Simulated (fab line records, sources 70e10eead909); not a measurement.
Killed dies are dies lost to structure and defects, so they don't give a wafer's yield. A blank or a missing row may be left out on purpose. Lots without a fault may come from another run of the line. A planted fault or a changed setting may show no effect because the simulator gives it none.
A struck lot beside a sound one | flow nand_harc | 14 steps out of a route of 1159
Sound: wafers L889.2, L889.3, L889.5. Struck: wafer L895.3. (L895.2, L895.4 of the same lot were not struck and are left out.) The cause comes at the end.
At each step with rows: each side's tool, then ch and its chambers, then its first start. Under that, the readings that differ: sound wafers | struck wafers | difference of the means | sigmas: that difference in standard deviations of wafers without a fault.
alike: readings whose means differ by less than 2 such deviations, and words and numbers that are the same on both sides. not compared: withheld readings, readings that some wafer has no value for, bounds like >300 that may hide the same value, and numbers for which the record gives no deviation and whose values overlap.
The two part at a step that has a row with sigmas, a row that says differs or no value, or rows on one side only. Numbers that don't overlap but have no deviation are shown without sigmas and don't part them. A reading that every wafer of one side lacks parts them only if that side has two wafers or more.

NHARC_A_SGD_CUT_ETCH_15: etches the open film in CH3F/O2, target depth 75 nm, time 64.3 s.
  sound on rie_diel-08 ch 0,1,2; struck on rie_diel-08 ch 0
  alike: drypump_motor_current_A, mfc_ar_sccm, oes_product_au, rf_vpp_V, showerhead_plenum_p_Torr, throttle_valve_pct
  not compared: rf_hours_counter_h
NHARC_A_SGD_CUT_ETCH_16: etches the open film in C4F8/O2/Ar, target depth 310.5 nm, time 155.2 s.
  sound on rie_diel-08 ch 0,1,2; struck on rie_diel-08 ch 1
  alike: oes_product_au, rf_vpp_V
  not compared: rf_hours_counter_h
then, 1 step without rows for these wafers: NHARC_A_SGD_CUT_STRIP_60 (strips in C4F8/O2/Ar).
NHARC_A_SGD_CUT_STRIP_17: strips in O2.
  sound on rie_diel-08 ch 0,1,2; struck on rie_diel-08 ch 1
  alike: drypump_motor_current_A, mfc_ar_sccm, oes_product_au, rf_vpp_V, showerhead_plenum_p_Torr, throttle_valve_pct
  not compared: rf_hours_counter_h
then, 4 steps without rows for these wafers: NHARC_A_SGD_CUT_PRECLEAN_18 (cleans in SC1); NHARC_A_SGD_CUT_SRD_19; NHARC_A_SGD_CUT_DEP_20 (deposits SiO2, target thk 150 nm); NHARC_A_SGD_CUT_ANNEAL_27 (time 1800 s).
NHARC_A_SGD_CUT_CMP_21: polishes, target thk 148.19 nm.
  sound on cmp-01 ch 0,2, day 14 20:13; struck on cmp-03 ch 0, day 16 15:15
  alike: motor_current_A, time_to_endpoint_s
NHARC_A_SGD_CUT_THK_MEAS_22: measures by ellipsometry.
  sound on film_metro-01, day 14 20:26; struck on film_metro-01, day 16 15:30
  alike: thk_nm
then, 2 steps without rows for these wafers: NHARC_A_SGD_CUT_SRD_23; NHARC_A_SGD_CUT_ETCH_26 (etches SiO2 in dHF, target depth 45.8 nm).
NHARC_A_SGD_CUT_ETCHBACK_24: etches the open film in CH3F/O2, target depth 50 nm, time 92.857 s.
  sound on rie_diel-10 ch 2,3, day 14 20:41; struck on rie_diel-10 ch 0, day 16 15:43
  reading               | sound          | struck | difference | sigmas
  oes_product_au (a.u.) | 0.93 0.92 0.94 | 0.83   | -0.10      | -3
  alike: drypump_motor_current_A, mfc_ar_sccm, rf_vpp_V, showerhead_plenum_p_Torr, throttle_valve_pct
  not compared: rf_hours_counter_h
NHARC_A_SGD_CUT_STRIP_28: strips in O2, time 20 s.
  sound on rie_diel-10 ch 0,3; struck on rie_diel-10 ch 0
  alike: drypump_motor_current_A, mfc_ar_sccm, oes_product_au, rf_vpp_V, showerhead_plenum_p_Torr, throttle_valve_pct
  not compared: rf_hours_counter_h

WHERE THEY PART
Only at NHARC_A_SGD_CUT_ETCHBACK_24, within this record. Later steps at which nothing parts them and some readings are alike: NHARC_A_SGD_CUT_STRIP_28.

WHY: what the simulator had put in
Process parameter drift: rie_diel-10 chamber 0, from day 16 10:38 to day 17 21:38, at NHARC_A_SGD_CUT_ETCHBACK_24. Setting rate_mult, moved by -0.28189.
